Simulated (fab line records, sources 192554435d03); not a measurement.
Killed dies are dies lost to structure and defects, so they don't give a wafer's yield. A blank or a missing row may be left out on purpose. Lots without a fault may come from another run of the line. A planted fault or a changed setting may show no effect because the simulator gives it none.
fab line records | flow n5_finfet | part 1 of 2: steps 1 to 4 of 6
record lots=24 wafers=72 last_day=17
route steps=1938 shown BEOL_M11@1556 BEOL_M12@1613
lots that met no fault: from a run of the same line without faults
start_h: hours from the record's first day to the start of the lot's first wafer shown | wait_h: hours since the lot's step before | " the same as in the row above | L1.1+2: a row that stands for several wafers | - no value, or no start given | * or withheld: withheld | < > ~ a bound
route shown NAME@n: a module of which the file shows steps, and the number in the route of the first | usual: mean/standard deviation of fault-free wafers | same: alike in all rows | chamber/n: place in a boat | sites: the reading at each site | _std_site: their standard deviation | _edge_site: outer sites' mean less inner sites' | radius_mm: how far each site lies from the wafer's centre | mask NAME#n: copy n | behind: the tool/chamber that last shaped the wafer | hold: why the lot was held/for how many hours/how that ended | device: the transistor (n, p or np) that didn't switch | end of line: the same wafers' tests at the end of the route | a step without rows: its recipe alone | killed: dies lost to structure and defects at the first sort, not the wafer's yield | map: a wafer's dies, x killed, . not, _ none there
set.NAME: the setting as run; set.NAME@STEP: as run at that earlier step | model.NAME: the simulator's own value behind a step, which no gauge read
steps of the route over a sample of lots; a table a step, a row a wafer
services: from which hour (start_h, from the record's first day; less than 0 if before it) a tool's chamber was out of use, for how many hours, and why
## steps
# step N5_BEOL_M11_STRIP_67
# recipe chemistry=CF4 resist=SiARC power_w=300 bias_power_w=75 pressure_mtorr=50 cf4_flow_sccm=150 rf_frequency_hz=6e+07
# usual drypump_motor_current_A=5.8/0.41 oes_product_au=0.76/0.075 rf_vpp_V=270.8/1.4 showerhead_plenum_p_Torr=1.79/0.049 throttle_valve_pct=13.67/0.26
# columns lot.wafer tool chamber start_h wait_h drypump_motor_current_A oes_product_au rf_hours_counter_h rf_vpp_V showerhead_plenum_p_Torr throttle_valve_pct
L074.2 rie_diel-02 3 213.04 0.0 5.8 0.71 233 271.1 1.77 13.54
L074.3 " 2 " " 6.2 0.72 180 273.6 1.86 13.79
L074.5 " 1 " " 6.0 0.76 - 271.0 1.73 13.85
L076.1 rie_diel-02 0 228.67 0.0 5.8 0.72 222 269.6 1.76 13.85
L076.4 " 2 " " 6.3 0.72 185 271.1 1.86 13.80
L076.6 " 2 " " 6.3 0.73 - 272.2 1.86 13.80
L075.1 rie_diel-02 1 231.33 0.0 6.0 0.76 129 270.8 1.73 13.86
L075.3 " 2 " " 6.2 0.72 185 271.8 1.86 13.79
L075.5 " 0 " " 5.7 0.72 - 270.7 1.76 13.84
L079.1 rie_diel-05 2 238.33 0.0 5.3 0.71 203 272.0 1.84 13.56
L079.2 " 1 " " 6.3 0.68 242 271.7 1.86 13.75
L079.5 " 3 " " 6.1 0.78 - 267.7 1.75 13.69
L077.2 rie_diel-02 3 238.67 0.0 5.8 0.71 240 270.8 1.77 13.54
L077.5 " 2 " " 6.3 0.72 - 271.3 1.86 13.79
L077.6 " 3 " " 5.9 0.71 - 271.4 1.77 13.55
L078.1 rie_diel-04 3 240.56 0.0 5.3 0.95 9 271.2 1.76 12.90
L078.2 " 2 " " 6.2 0.72 179 270.7 1.77 13.84
L078.4 " 1 " " 5.2 0.85 56 270.2 1.82 13.51
L081.2 rie_diel-04 0 256.32 0.0 5.2 0.71 218 267.5 1.71 13.80
L081.4 " 1 " " 5.2 0.84 61 270.5 1.82 13.56
L081.5 " 1 " " 5.2 0.84 - 271.1 1.82 13.55
L080.2 rie_diel-05 3 263.36 0.0 6.1 0.77 124 270.6 1.75 13.69
L080.3 " 2 " " 5.3 0.70 210 273.4 1.84 13.60
L080.4 " 0 " " 6.0 0.80 90 271.9 1.83 13.79
L082.1 rie_diel-02 2 264.47 0.0 6.3 0.71 194 272.3 1.86 13.80
L082.3 " 0 " " 5.7 0.71 232 272.4 1.76 13.84
L082.6 " 0 " " 5.7 0.71 - 269.3 1.76 13.88
L084.2 rie_diel-05 0 279.28 0.0 6.0 0.80 98 272.6 1.83 13.82
L084.5 " 3 " " 6.1 0.76 - 268.4 1.75 13.71
L084.6 " 0 " " 6.0 0.79 - 271.7 1.83 13.81
L083.1 rie_diel-02 2 285.03 0.0 6.3 0.70 204 271.6 1.86 13.83
L083.2 " 1 " " 6.0 0.75 147 269.1 1.72 13.92
L083.3 " 1 " " 6.0 0.75 - 269.0 1.72 13.90
L085.1 rie_diel-02 2 287.68 0.0 6.3 0.71 206 273.6 1.86 13.83
L085.4 " 2 " " 6.3 0.70 - 271.5 1.86 13.84
L085.5 " 1 " " 6.0 0.75 - 269.8 1.72 13.91
L086.2 rie_diel-05 2 290.80 0.0 5.3 0.69 224 273.4 1.84 13.62
L086.4 " 3 " " 6.1 0.75 - 268.9 1.75 13.72
L086.6 " 0 " " 6.1 0.79 - 270.6 1.83 13.81
L088.1 rie_diel-04 3 310.22 0.0 5.3 0.92 23 270.1 1.75 12.94
L088.2 " 1 " " 5.2 0.83 71 271.5 1.82 13.55
L088.4 " 0 " " 5.2 0.70 228 269.2 1.71 13.86
L087.1 rie_diel-02 0 310.23 0.0 5.8 0.71 245 270.0 1.76 13.88
L087.3 " 2 " " 6.3 0.70 214 272.9 1.85 13.84
L087.5 " 0 " " 5.7 0.70 - 271.9 1.76 13.88
L089.2 rie_diel-05 2 321.41 0.0 5.3 0.69 234 273.0 1.83 13.65
L089.3 " 1 " " 6.3 0.93 8 272.9 1.86 13.19
L089.5 " 1 " " 6.3 0.93 - 272.4 1.86 13.21
L091.3 rie_diel-05 2 323.35 0.0 5.3 0.69 235 272.7 1.83 13.64
L091.4 " 3 " " 6.1 0.74 145 269.0 1.75 13.74
L091.6 " 2 " " 5.3 0.69 - 273.5 1.83 13.64
L093.4 rie_diel-04 0 325.83 0.0 5.2 0.70 232 270.1 1.71 13.85
L093.5 " 1 " " 5.2 0.82 - 272.9 1.81 13.58
L093.6 " 2 " " 6.2 0.70 - 271.3 1.77 13.89
L090.2 rie_diel-04 2 326.08 0.0 6.2 0.71 199 270.3 1.77 13.89
L090.3 " 3 " " 5.3 0.90 29 270.2 1.75 12.95
L090.4 " 0 " " 5.2 0.70 232 269.8 1.71 13.86
L092.1 rie_diel-05 3 330.75 0.0 6.1 0.74 148 270.3 1.74 13.77
L092.2 " 0 " " 6.0 0.78 117 271.8 1.82 13.85
L092.5 " 1 " " 6.3 0.91 - 271.8 1.86 13.23
L094.2 rie_diel-05 3 343.85 0.0 6.1 0.74 152 270.1 1.74 13.76
L094.3 " 1 " " 6.3 0.91 15 271.5 1.85 13.22
L094.4 " 2 " " 5.3 0.69 241 272.9 1.83 13.67
L095.1 rie_diel-04 1 353.85 0.0 5.2 0.81 85 269.9 1.81 13.60
L095.4 " 2 " " 6.2 0.71 207 270.9 1.77 13.89
L095.5 " 3 " " 5.3 0.89 - 270.4 1.75 12.99
L096.1 rie_diel-05 1 354.95 0.0 6.3 0.91 19 271.2 1.85 13.25
L096.2 " 3 " " 6.1 0.74 155 269.1 1.74 13.77
L096.6 " 1 " " 6.3 0.90 - 271.8 1.85 13.22
L097.1 rie_diel-04 3 360.66 0.0 5.3 0.89 40 269.9 1.75 12.98
L097.3 " 0 " " 5.2 0.69 243 267.6 1.70 13.88
L097.5 " 0 " " 5.2 0.69 - 269.2 1.70 13.86
# step N5_BEOL_M11_DEGAS_44
# recipe ambient=vacuum temp_c=250 time_s=60
# usual heater_power_w=353/44
# columns lot.wafer tool chamber start_h wait_h heater_power_w
L074.2 pvd_sputter-02 - 216.79 0.6 413
L074.3 " - " " 334
L074.5 " - " " 319
L076.1 pvd_sputter-01 - 232.47 1.3 329
L076.4 " - " " 322
L076.6 " - " " 435
L075.1 pvd_sputter-02 - 234.27 1.0 324
L075.3 " - " " 320
L075.5 " - " " 321
L079.1 pvd_sputter-02 - 242.40 2.2 413
L079.2 " - " " 322
L079.5 " - " " 405
L077.2 pvd_sputter-02 - 242.48 2.1 325
L077.5 " - " " 325
L077.6 " - " " 324
L078.1 pvd_sputter-03 - 242.98 0.3 319
L078.2 " - " " 409
L078.4 " - " " 358
L081.2 pvd_sputter-03 - 259.76 0.3 408
L081.4 " - " " 355
L081.5 " - " " 399
L080.2 pvd_sputter-02 - 266.93 0.2 402
L080.3 " - " " 323
L080.4 " - " " 413
L082.1 pvd_sputter-02 - 268.30 0.7 400
L082.3 " - " " 327
L082.6 " - " " 416
L084.2 pvd_sputter-02 - 284.18 0.2 424
L084.5 " - " " 403
L084.6 " - " " 417
L083.1 pvd_sputter-03 - 287.30 0.3 400
L083.2 " - " " 350
L083.3 " - " " 299
L085.1 pvd_sputter-02 - 289.98 0.5 324
L085.4 " - " " 326
L085.5 " - " " 317
L086.2 pvd_sputter-02 - 293.28 0.3 332
L086.4 " - " " 420
L086.6 " - " " 328
L088.1 pvd_sputter-03 - 313.37 0.4 325
L088.2 " - " " 307
L088.4 " - " " 360
L087.1 pvd_sputter-02 - 313.53 0.3 326
L087.3 " - " " 408
L087.5 " - " " 314
L089.2 pvd_sputter-03 - 324.81 1.4 404
L089.3 " - " " 359
L089.5 " - " " 327
L091.3 pvd_sputter-01 - 326.22 0.5 323
L091.4 " - " " 321
L091.6 " - " " 263
L093.4 pvd_sputter-03 - 329.24 1.6 325
L093.5 " - " " 356
L093.6 " - " " 325
L090.2 pvd_sputter-03 - 329.62 1.9 401
L090.3 " - " " 324
L090.4 " - " " 307
L092.1 pvd_sputter-01 - 333.11 0.8 272
L092.2 " - " " 336
L092.5 " - " " 256
L094.2 pvd_sputter-03 - 346.62 0.3 403
L094.3 " - " " 326
L094.4 " - " " 306
L095.1 pvd_sputter-02 - 356.82 1.4 413
L095.4 " - " " 403
L095.5 " - " " 419
L096.1 pvd_sputter-02 - 357.26 0.4 336
L096.2 " - " " 313
L096.6 " - " " 417
L097.1 pvd_sputter-03 - 363.49 0.4 305
L097.3 " - " " 357
L097.5 " - " " 402
# step N5_BEOL_M11_CMP_52
# recipe stop_on=SiCOH_lowk t_overpolish_s=7 down_force_psi=1 platen_rpm=50 clearing_platen_down_force_psi=1.5 clearing_platen_rpm=50 post_cmp_clean=cu_alkaline target_thk_nm=140 clearing_platen_pad_velocity_m_s=0.99484 pad_velocity_m_s=0.99484
# usual barrier_field_endpoint_s=28.8/0.64 edge_zone_pressure_frac=1.000/0.0046 motor_current_A=6.2/0.57 overpolish_run_s=7.000/0.0091 time_to_endpoint_s=66/3.5
# columns lot.wafer tool chamber start_h wait_h barrier_field_endpoint_s edge_zone_pressure_frac motor_current_A overpolish_run_s time_to_endpoint_s
L074.2 cmp-03 3 218.04 0.2 27.8 1.001 5.9 7.000 61
L074.3 " 1 " " 27.7 0.998 5.3 7.008 56
L074.5 " 2 " " 28.0 1.002 6.6 7.009 60
L076.4 cmp-02 1 234.37 0.1 29.2 0.999 6.2 7.003 68
L076.1 " 0 " " 29.6 0.993 6.4 6.999 74
L076.6 " 1 " " 29.2 0.999 6.4 6.989 67
L075.3 cmp-01 2 235.85 0.2 28.9 0.994 6.8 6.984 66
L075.1 " 1 " " 28.1 0.998 5.3 6.991 64
L075.5 " 3 " " 28.9 1.003 7.6 7.023 67
L079.1 cmp-01 2 243.72 0.3 29.1 0.999 7.3 6.999 67
L079.2 " 0 " " 29.4 1.001 6.0 7.011 68
L079.5 " 2 " " 29.3 1.001 6.7 7.002 65
L077.2 cmp-03 1 243.81 0.2 28.2 0.993 5.6 7.010 64
L077.6 " 1 " " 28.2 0.998 5.7 7.004 62
L077.5 " 2 " " 28.5 0.999 6.7 6.988 63
L078.2 cmp-01 2 244.38 0.2 29.8 0.996 6.6 7.002 67
L078.1 " 3 " " 29.8 1.001 6.9 7.001 68
L078.4 " 0 " " 29.1 0.990 6.3 6.983 67
L081.4 cmp-02 2 261.17 0.2 28.3 1.007 6.1 6.994 65
L081.2 " 3 " " 28.6 0.999 6.2 6.972 67
L081.5 " 1 " " 28.1 0.994 6.2 7.008 62
L080.2 cmp-03 3 268.14 0.3 27.6 1.002 5.9 7.007 65
L080.3 " 0 " " 29.6 1.003 6.2 7.018 71
L080.4 " 1 " " 28.5 1.001 5.3 7.009 64
L082.1 cmp-03 2 270.10 0.3 29.4 1.005 6.5 6.998 66
L082.3 " 3 " " 28.9 0.995 5.8 7.002 64
L082.6 " 3 " " 28.4 0.999 6.0 7.007 58
L084.2 cmp-02 1 285.83 0.3 27.4 1.004 6.0 7.003 64
L084.5 " 3 " " 28.2 1.004 6.3 6.994 68
L084.6 " 0 " " 29.2 0.996 6.2 7.003 67
L083.2 cmp-02 3 289.28 0.2 27.6 1.004 6.6 6.994 62
L083.3 " 0 " " 29.0 1.007 6.3 6.996 64
L083.1 " 2 " " 27.6 1.008 5.7 7.006 61
L085.4 cmp-02 3 291.36 0.2 29.0 1.004 6.5 6.994 67
L085.1 " 0 " " 29.0 1.000 5.9 6.992 67
L085.5 " 1 " " 27.9 0.998 6.1 6.983 61
L086.2 cmp-02 0 296.99 0.2 28.6 1.000 6.5 6.992 67
L086.4 " 1 " " 29.4 0.999 6.2 7.006 62
L086.6 " 0 " " 29.6 0.998 6.1 6.986 67
L088.2 cmp-01 3 314.52 0.2 28.8 0.999 6.7 7.005 65
L088.4 " 0 " " 27.9 0.991 5.9 6.997 61
L088.1 " 1 " " 28.4 1.006 5.3 6.998 64
L087.3 cmp-01 2 314.98 0.2 28.9 1.001 7.3 6.994 66
L087.1 " 3 " " 28.8 0.998 7.0 6.989 69
L087.5 " 1 " " 28.6 1.002 5.1 7.006 65
L089.2 cmp-03 2 326.17 0.2 28.5 1.004 6.7 7.005 66
L089.3 " 0 " " 30.2 1.005 5.9 6.991 75
L089.5 " 2 " " 29.2 0.994 6.8 7.001 66
L091.3 cmp-02 0 327.90 0.4 28.5 1.003 6.1 7.016 66
L091.4 " 1 " " 27.8 1.004 6.1 7.009 64
L091.6 " 3 " " 28.6 1.002 6.2 6.991 66
L090.3 cmp-02 0 330.81 0.2 29.5 0.992 6.0 6.999 69
L090.4 " 1 " " 28.9 1.000 5.8 6.993 64
L090.2 " 3 " " 28.1 1.003 6.5 7.002 63
L093.4 cmp-01 3 330.84 0.2 29.5 1.007 7.3 7.020 63
L093.5 " 0 " " 28.8 1.004 6.0 6.989 67
L093.6 " 1 " " 29.9 1.000 5.3 7.006 65
L092.2 cmp-02 1 334.31 0.2 28.5 0.997 6.3 7.001 67
L092.1 " 3 " " 29.0 1.000 6.3 7.002 71
L092.5 " 0 " " 29.3 1.001 6.1 6.998 71
L094.3 cmp-01 1 348.31 0.2 28.9 1.005 5.2 6.996 68
L094.4 " 2 " " 28.7 1.004 6.6 6.990 69
L094.2 " 3 " " 30.0 1.001 7.1 7.001 73
L095.1 cmp-01 2 358.67 0.3 29.3 1.003 7.0 7.000 71
L095.4 " 3 " " 29.3 1.002 6.9 7.005 70
L095.5 " 1 " " 29.2 0.998 5.3 6.995 71
L096.2 cmp-01 3 359.56 0.2 28.8 1.001 7.1 6.991 69
L096.1 " 0 " " 29.0 0.989 6.0 7.007 69
L096.6 " 2 " " 29.2 1.002 7.1 7.008 69
L097.1 cmp-03 2 365.24 0.6 27.5 0.997 6.3 6.990 60
L097.3 " 3 " " 28.2 1.004 5.5 6.992 58
L097.5 " 0 " " 29.7 1.009 6.1 6.999 67
# step N5_BEOL_M12_OVL_MEAS_11
# recipe points_per_wafer=44
# usual V11_OVL=-2/5.7
# columns lot.wafer tool chamber start_h wait_h V11_OVL[nm]
L074.2 overlay-01 0 219.12 0.0 -3
L074.3 " 0 " " -4
L074.5 " 0 " " 1
L076.1 overlay-02 0 235.45 0.0 -2
L076.4 " 0 " " -4
L076.6 " 0 " " 5
L075.1 overlay-01 0 236.92 0.0 -11
L075.3 " 0 " " 0
L075.5 " 0 " " -3
L079.1 overlay-02 0 244.75 0.0 -14
L079.2 " 0 " " -9
L079.5 " 0 " " -4
L077.2 overlay-01 0 244.91 0.0 -1
L077.5 " 0 " " -7
L077.6 " 0 " " -9
L078.1 overlay-02 0 245.33 0.0 -1
L078.2 " 0 " " 4
L078.4 " 0 " " 7
L081.2 overlay-01 0 262.17 0.0 -3
L081.4 " 0 " " 1
L081.5 " 0 " " -5
L080.2 overlay-01 0 269.17 0.0 -5
L080.3 " 0 " " 3
L080.4 " 0 " " -2
L082.1 overlay-02 0 271.17 0.0 -12
L082.3 " 0 " " -5
L082.6 " 0 " " -21
L084.2 overlay-01 0 286.83 0.0 4
L084.5 " 0 " " 1
L084.6 " 0 " " 6
L083.1 overlay-02 0 290.24 0.0 -2
L083.2 " 0 " " 5
L083.3 " 0 " " 8
L085.1 overlay-01 0 292.26 0.0 5
L085.4 " 0 " " 8
L085.5 " 0 " " -2
L086.2 overlay-01 0 297.94 0.0 -15
L086.4 " 0 " " -6
L086.6 " 0 " " -9
L088.1 overlay-01 0 315.43 0.0 4
L088.2 " 0 " " -2
L088.4 " 0 " " -2
L087.1 overlay-02 0 315.98 0.0 -4
L087.3 " 0 " " -3
L087.5 " 0 " " -6
L089.2 overlay-01 0 327.27 0.1 4
L089.3 " 0 " " 7
L089.5 " 0 " " 9
L091.3 overlay-01 0 328.90 0.0 2
L091.4 " 0 " " -4
L091.6 " 0 " " -6
L093.4 overlay-01 0 331.80 0.0 -5
L093.5 " 0 " " -8
L093.6 " 0 " " -8
L090.2 overlay-01 0 331.83 0.0 2
L090.3 " 0 " " 1
L090.4 " 0 " " -5
L092.1 overlay-01 0 335.35 0.0 -3
L092.2 " 0 " " -2
L092.5 " 0 " " -3
L094.2 overlay-01 0 349.39 0.0 -2
L094.3 " 0 " " 1
L094.4 " 0 " " -1
L095.1 overlay-02 0 359.70 0.0 -15
L095.4 " 0 " " -10
L095.5 " 0 " " -6
L096.1 overlay-02 0 360.47 0.0 -5
L096.2 " 0 " " -1
L096.6 " 0 " " -3
L097.1 overlay-01 0 366.24 0.0 -6
L097.3 " 0 " " -5
L097.5 " 0 " " 0
